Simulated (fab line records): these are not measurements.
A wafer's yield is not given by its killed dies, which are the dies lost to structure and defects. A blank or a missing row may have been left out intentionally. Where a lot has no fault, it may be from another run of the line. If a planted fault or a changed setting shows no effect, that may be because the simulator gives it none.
Split-lot trial / flow n5Finfet / 21 wafers read across 7 lots, on a route 1938 steps long

ON THE SPLIT
At N5_FIN_SAQP_EXPOSE_13 (exposes mask FIN CORE, target cd 35.6 nm), the setting doseMj was moved away from the recipe's 63.25 on 9 of the 21 wafers read, by -3.0% to +7.0%. For the rest of the wafers, this setting stayed at what the recipe calls for.

FROM THE SPLIT TO THE READING: what the file shows between them, 2 steps
- N5_FIN_SAQP_PEB_14: peb time 60 s
- N5_FIN_SAQP_DEVELOP_15: develop time 30 s

THE READING
cdNm, in nm, at N5_FIN_SAQP_CD_MEAS_16 (target cd 35.6 nm). A value of 35.57 nm with a standard deviation of 0.29 nm is what fault-free wafers of this fab line usually give.

wafer=L075.3; tool, chamber at the split=arfiScanner-01, 0; doseMj as run=63.25; against the recipe=recipe; cdNm, nm=35.68; against lot-mates on the recipe=-
wafer=L075.4; tool, chamber at the split=arfiScanner-01, 0; doseMj as run=63.25; against the recipe=recipe; cdNm, nm=35.59; against lot-mates on the recipe=-
wafer=L075.5; tool, chamber at the split=arfiScanner-01, 0; doseMj as run=65.61; against the recipe=+3.7%; cdNm, nm=34.87; against lot-mates on the recipe=-0.77
wafer=L077.2; tool, chamber at the split=arfiScanner-02, 0; doseMj as run=63.25; against the recipe=recipe; cdNm, nm=35.33; against lot-mates on the recipe=-
wafer=L077.3; tool, chamber at the split=arfiScanner-02, 0; doseMj as run=65.04; against the recipe=+2.8%; cdNm, nm=34.52; against lot-mates on the recipe=-1.08
wafer=L077.4; tool, chamber at the split=arfiScanner-02, 0; doseMj as run=63.25; against the recipe=recipe; cdNm, nm=35.87; against lot-mates on the recipe=-
wafer=L080.1; tool, chamber at the split=arfiScanner-03, 0; doseMj as run=63.25; against the recipe=recipe; cdNm, nm=35.64; against lot-mates on the recipe=-
wafer=L080.3; tool, chamber at the split=arfiScanner-03, 0; doseMj as run=63.25; against the recipe=recipe; cdNm, nm=35.15; against lot-mates on the recipe=-
wafer=L080.5; tool, chamber at the split=arfiScanner-03, 0; doseMj as run=63.25; against the recipe=recipe; cdNm, nm=35.11; against lot-mates on the recipe=-
wafer=L081.2; tool, chamber at the split=arfiScanner-01, 0; doseMj as run=61.83; against the recipe=-2.2%; cdNm, nm=35.96; against lot-mates on the recipe=+0.21
wafer=L081.5; tool, chamber at the split=arfiScanner-01, 0; doseMj as run=61.83; against the recipe=-2.2%; cdNm, nm=36.16; against lot-mates on the recipe=+0.41
wafer=L081.6; tool, chamber at the split=arfiScanner-01, 0; doseMj as run=63.25; against the recipe=recipe; cdNm, nm=35.75; against lot-mates on the recipe=-
wafer=L085.2; tool, chamber at the split=arfiScanner-03, 0; doseMj as run=67.52; against the recipe=+6.8%; cdNm, nm=33.58; against lot-mates on the recipe=-2.04
wafer=L085.4; tool, chamber at the split=arfiScanner-03, 0; doseMj as run=67.52; against the recipe=+6.8%; cdNm, nm=34.02; against lot-mates on the recipe=-1.60
wafer=L085.6; tool, chamber at the split=arfiScanner-03, 0; doseMj as run=63.25; against the recipe=recipe; cdNm, nm=35.62; against lot-mates on the recipe=-
wafer=L088.1; tool, chamber at the split=arfiScanner-01, 0; doseMj as run=61.38; against the recipe=-3.0%; cdNm, nm=36.03; against lot-mates on the recipe=+0.47
wafer=L088.5; tool, chamber at the split=arfiScanner-01, 0; doseMj as run=63.25; against the recipe=recipe; cdNm, nm=35.68; against lot-mates on the recipe=-
wafer=L088.6; tool, chamber at the split=arfiScanner-01, 0; doseMj as run=63.25; against the recipe=recipe; cdNm, nm=35.44; against lot-mates on the recipe=-
wafer=L095.1; tool, chamber at the split=arfiScanner-01, 0; doseMj as run=63.25; against the recipe=recipe; cdNm, nm=35.25; against lot-mates on the recipe=-
wafer=L095.3; tool, chamber at the split=arfiScanner-01, 0; doseMj as run=67.69; against the recipe=+7.0%; cdNm, nm=33.61; against lot-mates on the recipe=-1.64
wafer=L095.6; tool, chamber at the split=arfiScanner-01, 0; doseMj as run=67.69; against the recipe=+7.0%; cdNm, nm=33.63; against lot-mates on the recipe=-1.62

FIT RESULTS
A straight line over all 21 wafers: cdNm changes by -0.253 nm for each +1% of doseMj; r = -0.96; the points scatter about the line by 0.23 nm.
The same after taking each lot's own level away (the mean of its wafers on the recipe; 21 wafers): -0.236 nm for each +1%; r = -0.96; scatter 0.21 nm.
Per that fit: largest doseMj move, reading shift of 1.7 nm.
Across the lots, their own levels run from 35.250 to 35.750 nm, a range of 1.7 times the standard deviation given above.
So the lot-to-lot level changes the slope little: the two slopes agree.
Check: for one of the wafers moved furthest among these (+7.0%), held out of the fit, the line's prediction against its lot-mates is -1.75 nm. Against them it came out at -1.64 nm.

OTHER SPLITS APPLIED TO THESE WAFERS
Before the reading, these wafers also passed through other splits. Each is held against what the fit with the lots' levels taken away leaves over:
other split on the same wafers=N5_ZERO_LAYER_PECVD_02 timeS; wafers away from the commonest value=6; r with cdNm (lot level and that fit taken away)=+0.44
other split on the same wafers=N5_PMOS_HMC_CHANNEL_EPI_COAT_31 spinRpm; wafers away from the commonest value=6; r with cdNm (lot level and that fit taken away)=-0.26
other split on the same wafers=N5_PMOS_HMC_CHANNEL_EPI_COAT_03 spinRpm; wafers away from the commonest value=6; r with cdNm (lot level and that fit taken away)=-0.05
other split on the same wafers=N5_FIN_SAQP_HM_DEP_03 timeS; wafers away from the commonest value=5; r with cdNm (lot level and that fit taken away)=+0.15

FILE'S OWN FIT
cdNm changes by -0.243 nm for each +1% of doseMj, r = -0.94.
